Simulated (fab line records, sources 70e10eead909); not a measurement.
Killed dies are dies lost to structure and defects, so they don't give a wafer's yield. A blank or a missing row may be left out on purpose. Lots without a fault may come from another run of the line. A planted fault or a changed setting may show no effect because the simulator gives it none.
fab line records | flow nand_harc
record lots=5 wafers=15 last_day=25
route steps=1159 shown P_GATE@170 END@1159
lots that met no fault: from a run of the same line without faults
start_h: hours from the record's first day to the start of the lot's first wafer shown | wait_h: hours since the lot's step before | " the same as in the row above | L1.1+2: a row that stands for several wafers | - no value, or no start given | * or withheld: withheld | < > ~ a bound
route shown NAME@n: a module of which the file shows steps, and the number in the route of the first | usual: mean/standard deviation of fault-free wafers | same: alike in all rows | chamber/n: place in a boat | sites: the reading at each site | _std_site: their standard deviation | _edge_site: outer sites' mean less inner sites' | radius_mm: how far each site lies from the wafer's centre | mask NAME#n: copy n | behind: the tool/chamber that last shaped the wafer | hold: why the lot was held/for how many hours/how that ended | device: the transistor (n, p or np) that didn't switch | end of line: the same wafers' tests at the end of the route | a step without rows: its recipe alone | killed: dies lost to structure and defects at the first sort, not the wafer's yield | map: a wafer's dies, x killed, . not, _ none there
set.NAME: the setting as run; set.NAME@STEP: as run at that earlier step | model.NAME: the simulator's own value behind a step, which no gauge read
lots at some steps of the route; a table a step, a row a wafer
services: from which hour (start_h, from the record's first day; less than 0 if before it) a tool's chamber was out of use, for how many hours, and why
## steps
# step NHARC_P_GATE_CD_MEAS_46
# recipe target_cd_nm=720 landing_energy_ev=500
# usual cd_nm=719.0/2.8
# columns lot.wafer tool chamber start_h wait_h cd_nm
L491.3 cd_sem-02 0 119.31 - 720.7
L491.4 " 0 " " 718.3
L491.5 " 0 " " 722.5
L500.2 cd_sem-02 0 179.18 - 720.9
L500.4 " 0 " " 717.7
L500.6 " 0 " " 725.3
L505.1 cd_sem-03 0 208.31 - 718.3
L505.2 " 0 " " 720.0
L505.3 " 0 " " 716.5
L510.4 cd_sem-02 0 232.50 - 714.4
L510.5 " 0 " " 714.3
L510.6 " 0 " " 715.7
L511.2 cd_sem-02 0 243.04 - 723.4
L511.5 " 0 " " 720.7
L511.6 " 0 " " 721.4
# step NHARC_P_GATE_HARDBAKE_47
# recipe temp_c=125 time_s=80
# step NHARC_P_GATE_DESCUM_48
# recipe time_s=3 o2_flow_sccm=200 ar_flow_sccm=0 bias_power_w=0 chemistry=O2
# usual drypump_motor_current_A=5.7/0.4 oes_product_au=0.996/0.014 rf_vpp_V=57.9/0.79 showerhead_plenum_p_Torr=1.93/0.06 throttle_valve_pct=11.311/0.0081
# columns lot.wafer tool chamber start_h wait_h drypump_motor_current_A oes_product_au rf_hours_counter_h rf_vpp_V showerhead_plenum_p_Torr throttle_valve_pct
L491.3 rie_diel-06 0 119.48 - 5.6 0.965 17 58.4 1.93 11.316
L491.4 " 1 " " 5.1 1.007 16 57.1 1.91 11.311
L491.5 " 0 " " 5.6 0.971 - 57.9 1.93 11.301
L500.4 rie_diel-06 2 179.49 - 5.9 0.970 36 58.1 1.90 11.307
L500.2 " 3 " " 6.4 0.975 37 58.3 1.89 11.297
L500.6 " 3 " " 6.4 0.984 - 58.1 1.89 11.318
L505.3 rie_diel-13 1 208.47 - 5.6 1.004 19 58.3 2.01 11.312
L505.2 " 2 " " 5.8 1.004 17 56.7 1.90 11.292
L505.1 " 3 " " 5.8 0.997 15 57.5 1.94 11.317
L510.4 rie_diel-01 3 232.71 - 6.6 0.989 38 57.4 2.01 11.304
L510.5 " 2 " " 5.1 1.003 - 59.6 1.97 11.320
L510.6 " 3 " " 6.6 0.991 - 58.4 2.01 11.309
L511.2 rie_diel-13 3 243.23 - 5.9 0.997 21 56.9 1.94 11.307
L511.6 " 0 " " 5.7 1.000 - 57.6 1.78 11.296
L511.5 " 1 " " 5.6 1.003 - 57.0 2.01 11.321
# step NHARC_P_GATE_IMPLANT_49
# recipe energy_kev=30 dose_cm2=3e+15 tilt_deg=7
# step NHARC_P_GATE_STRIP_111
# recipe power_w=1500 temp_c=110 time_s=250 chemistry=N2/H2
# usual drypump_motor_current_A=5.9/0.42 heater_power_w=96/5.4
# columns lot.wafer tool chamber start_h wait_h drypump_motor_current_A heater_power_w rf_hours_counter_h
L491.4 plasma_asher-01 0 119.94 0.2 5.2 82 -
L491.3 " 1 " " 6.2 96 -
L491.5 " 1 " " 6.2 95 -
L500.2 plasma_asher-02 1 180.07 0.4 6.4 99 66
L500.4 " 0 " " 5.6 96 -
L500.6 " 1 " " 6.3 97 -
L505.1 plasma_asher-02 1 209.61 0.9 6.3 100 17
L505.2 " 0 " " 5.6 103 17
L505.3 " 0 " " 5.6 103 -
L510.4 plasma_asher-01 0 234.21 1.2 5.2 84 -
L510.5 " 1 " " 6.2 97 -
L510.6 " 0 " " 5.2 84 -
L511.2 plasma_asher-01 1 243.57 0.2 6.2 95 14
L511.6 " 1 " " 6.2 92 -
L511.5 " 0 " " 5.2 83 -
# step NHARC_P_GATE_STRIP_75
# recipe power_w=1500 temp_c=250 chemistry=O2
# usual drypump_motor_current_A=5.9/0.41 heater_power_w=361/21
# columns lot.wafer tool chamber start_h wait_h drypump_motor_current_A heater_power_w rf_hours_counter_h
L491.4 plasma_asher-01 0 120.16 0.2 5.2 309 -
L491.3 " 1 " " 6.2 344 -
L491.5 " 1 " " 6.2 360 -
L500.2 plasma_asher-02 1 180.33 0.2 6.4 356 66
L500.4 " 0 " " 5.6 360 -
L500.6 " 1 " " 6.3 368 -
L505.1 plasma_asher-02 1 209.91 0.3 6.3 372 17
L505.2 " 0 " " 5.6 403 17
L505.3 " 0 " " 5.6 389 -
L510.4 plasma_asher-01 0 234.40 0.1 5.2 305 -
L510.5 " 1 " " 6.1 356 -
L510.6 " 0 " " 5.2 316 -
L511.2 plasma_asher-01 1 243.87 0.3 6.2 348 15
L511.6 " 1 " " 6.2 350 -
L511.5 " 0 " " 5.2 313 -
# step NHARC_P_GATE_STRIP_50
# recipe time_s=900 temp_c=130 chemistry=SPM
# step NHARC_P_GATE_DEHYDRATE_51
# recipe temp_c=150 time_s=120
# step NHARC_P_GATE_HMDS_52
# recipe time_s=30
# step NHARC_P_GATE_COAT_53
# recipe spin_rpm=3000
# step NHARC_P_GATE_SOFTBAKE_54
# recipe temp_c=122 time_s=95
# step NHARC_P_GATE_EBR_55
# step NHARC_P_GATE_EXPOSE_56
# recipe na=0.6 target_cd_nm=720 dose_mj=14.81 mask_id=P_PSD
# usual stage_vel_mm_s=500.00/0.27
# columns lot.wafer tool chamber start_h wait_h mask stage_vel_mm_s
L491.3 krf_scanner-03 0 120.79 - P_PSD_R1#0 500.07
L491.4 " 0 " " P_PSD_R1#0 500.14
L491.5 " 0 " " P_PSD_R1#0 500.37
L500.2 krf_scanner-01 0 181.09 - P_PSD#0 499.77
L500.4 " 0 " " P_PSD#0 500.07
L500.6 " 0 " " P_PSD#0 500.00
L505.1 krf_scanner-03 0 210.56 - P_PSD#0 499.88
L505.2 " 0 " " P_PSD#0 499.77
L505.3 " 0 " " P_PSD#0 499.69
L510.4 krf_scanner-01 0 235.02 - P_PSD#0 500.33
L510.5 " 0 " " P_PSD#0 499.89
L510.6 " 0 " " P_PSD#0 499.91
L511.2 krf_scanner-03 0 244.64 - P_PSD#0 499.98
L511.5 " 0 " " P_PSD#0 500.45
L511.6 " 0 " " P_PSD#0 500.33
# step NHARC_P_GATE_PEB_57
# recipe peb_temp_c=118 peb_time_s=85
# step NHARC_P_GATE_DEVELOP_58
# recipe time_s=70
# step NHARC_P_GATE_CD_MEAS_59
# recipe target_cd_nm=720 landing_energy_ev=500
# usual cd_nm=720.2/2.7
# columns lot.wafer tool chamber start_h wait_h cd_nm
L491.3 cd_sem-01 0 120.94 - 781.9
L491.4 " 0 " " 779.1
L491.5 " 0 " " 781.3
L500.2 cd_sem-01 0 181.25 - 716.4
L500.4 " 0 " " 717.7
L500.6 " 0 " " 720.9
L505.1 cd_sem-03 0 210.72 - 719.3
L505.2 " 0 " " 719.8
L505.3 " 0 " " 719.0
L510.4 cd_sem-02 0 235.17 - 718.5
L510.5 " 0 " " 716.2
L510.6 " 0 " " 715.6
L511.2 cd_sem-01 0 244.80 - 723.1
L511.5 " 0 " " 722.4
L511.6 " 0 " " 718.0
# step NHARC_P_GATE_HARDBAKE_60
# recipe temp_c=125 time_s=80
# step NHARC_END_SORT_01
# recipe temp_c=25
# usual killed_at_array=29/10 killed_at_other=0.7/1.1 killed_at_periphery=3.3/2.4 killed_dies=33/11 killed_open=3.3/2 killed_short=1.9/1.3
# same gross_dies=677
# columns lot.wafer tool chamber start_h wait_h killed_at_array killed_at_other killed_at_periphery killed_dies killed_open killed_short
L491.3 prober-01 0 447.11 3.1 19 0 4 23 2 1
L491.4 prober-01 0 447.91 3.4 23 0 4 27 2 1
L491.5 prober-01 0 448.70 3.7 15 0 3 18 2 0
L505.1 prober-02 0 565.57 2.5 27 1 0 28 1 1
L505.2 prober-02 0 566.35 2.8 22 0 3 25 2 1
L505.3 prober-02 0 567.14 3.1 29 0 3 32 4 4
L510.4 prober-02 0 583.43 3.3 30 0 3 33 2 2
L510.5 prober-02 0 584.21 3.6 30 0 2 32 4 1
L510.6 prober-02 0 584.99 3.9 32 0 2 34 0 1
# killed by level:class
L491.3 A_SLIT:chamber_film_flake=9 A_CHANNEL_HOLE_D1:chamber_film_flake=3 A_CHANNEL_FILL_D1:chamber_film_flake=2 A_CONTACT:chamber_film_flake=2 P_GATE:area_expose=2 P_M1:geometric_particle:open=1 A_M0:geometric_particle:open=1 A_M1:geometric_particle:short=1
L491.4 A_SLIT:chamber_film_flake=14 A_CHANNEL_HOLE_D1:chamber_film_flake=3 A_BLC:geometric_particle:open=2 A_CHANNEL_FILL_D1:chamber_film_flake=2 P_GATE:area_expose=2 A_ONON_D1:geometric_particle:short=1 P_GATE:chamber_film_flake=1 P_M2:chamber_film_flake=1
L491.5 A_SLIT:chamber_film_flake=8 A_CONTACT:chamber_film_flake=3 P_M0:geometric_particle:open=1 A_CHANNEL_FILL_D1:geometric_particle:open=1 P_STI:chamber_film_flake=1 P_GATE:chamber_film_flake=1 A_CHANNEL_HOLE_D1:chamber_film_flake=1 A_CHANNEL_FILL_D1:chamber_film_flake=1
L505.1 A_SLIT:chamber_film_flake=16 A_CHANNEL_HOLE_D1:chamber_film_flake=8 A_BLC:geometric_particle:open=1 A_M0:geometric_particle:short=1 A_CONTACT:chamber_film_flake=1 THIN_TSV:chamber_film_flake=1
L505.2 A_SLIT:chamber_film_flake=17 A_CHANNEL_HOLE_D1:chamber_film_flake=2 P_CONTACT:geometric_particle:short=1 P_CONTACT:geometric_particle:open=1 A_CHANNEL_FILL_D1:geometric_particle:open=1 P_GATE:chamber_film_flake=1 A_STAIRCASE:chamber_film_flake=1 A_CONTACT:chamber_film_flake=1
L505.3 A_SLIT:chamber_film_flake=17 A_CHANNEL_FILL_D1:geometric_particle:open=2 A_CHANNEL_FILL_D1:geometric_particle:short=2 P_GATE:chamber_film_flake=2 A_CHANNEL_HOLE_D1:chamber_film_flake=2 P_CONTACT:geometric_particle:open=1 A_WL_FILL:geometric_particle:short=1 A_BLC:geometric_particle:open=1
L510.4 A_SLIT:chamber_film_flake=18 A_CHANNEL_HOLE_D1:chamber_film_flake=3 A_CONTACT:chamber_film_flake=3 A_WL_FILL:chamber_film_flake=2 P_CONTACT:geometric_particle:short=1 A_SOURCE_PLATE:geometric_particle:short=1 A_ONON_D1:geometric_particle:open=1 A_M1:geometric_particle:open=1
L510.5 A_SLIT:chamber_film_flake=14 A_CHANNEL_HOLE_D1:chamber_film_flake=5 A_CONTACT:geometric_particle:open=3 P_ZERO_WELL:chamber_film_flake=2 A_STAIRCASE:chamber_film_flake=2 A_WL_FILL:chamber_film_flake=2 A_CONTACT:chamber_film_flake=2 A_M0:geometric_particle:short=1
L510.6 A_SLIT:chamber_film_flake=20 A_STAIRCASE:chamber_film_flake=4 A_CHANNEL_HOLE_D1:chamber_film_flake=3 P_ZERO_WELL:chamber_film_flake=2 A_CHANNEL_FILL_D1:chamber_film_flake=2 A_CHANNEL_FILL_D1:geometric_particle:short=1 A_WL_FILL:chamber_film_flake=1 A_CONTACT:chamber_film_flake=1
## services
# columns tool chamber start_h hours kind
rie_diel-13 - 99.03 9.0 pm
plasma_asher-01 - 99.62 9.0 pm
plasma_asher-01 0 99.62 9.0 vent_cycle
plasma_asher-01 1 99.62 9.0 vent_cycle
plasma_asher-02 - 103.02 0.3 repair
plasma_asher-01 0 108.62 - clean
plasma_asher-01 1 108.62 - clean
rie_diel-13 2 113.36 9.5 repair
krf_scanner-01 - 115.40 1.9 repair
rie_diel-01 2 122.17 4.6 repair
rie_diel-13 3 124.27 5.6 repair
krf_scanner-03 - 125.48 2.1 repair
rie_diel-01 1 132.81 3.8 repair
rie_diel-01 - 137.80 9.0 pm
plasma_asher-01 - 150.85 83.2 repair
krf_scanner-03 - 168.00 4.0 pm
rie_diel-13 0 175.66 35.2 repair
plasma_asher-02 - 183.03 9.0 pm
rie_diel-13 3 195.00 8.4 repair
rie_diel-06 1 197.92 2.2 repair
rie_diel-06 1 200.69 9.4 repair
rie_diel-06 2 213.47 15.6 repair
rie_diel-13 2 230.15 8.7 repair
rie_diel-06 - 241.28 9.0 pm
## key
first_sign step=NHARC_P_GATE_EXPOSE_56 reading=mask direction=changed
effect step=NHARC_P_GATE_CD_MEAS_59 reading=cd_nm direction=up sigmas=23 usual=720.2 struck=780.7
met_at NHARC_P_GATE_EXPOSE_56
struck_wafers L491.3,L491.4,L491.5
tester_left_out L491
fault kind=wrong_mask tool=any chamber=- onset_h=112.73 steps=NHARC_P_GATE_EXPOSE_56 aux_copy=P_PSD_R1#0 cd_offset_nm=61.432 scope=struck_lots_only
# tester_left_out: of these lots the tester's yield and bins aren't shown, on N5 and GAA mostly nor the transistor test; their killed dies are dies lost to structure and defects alone, not to doping, threshold or leakage, so they don't give the yield
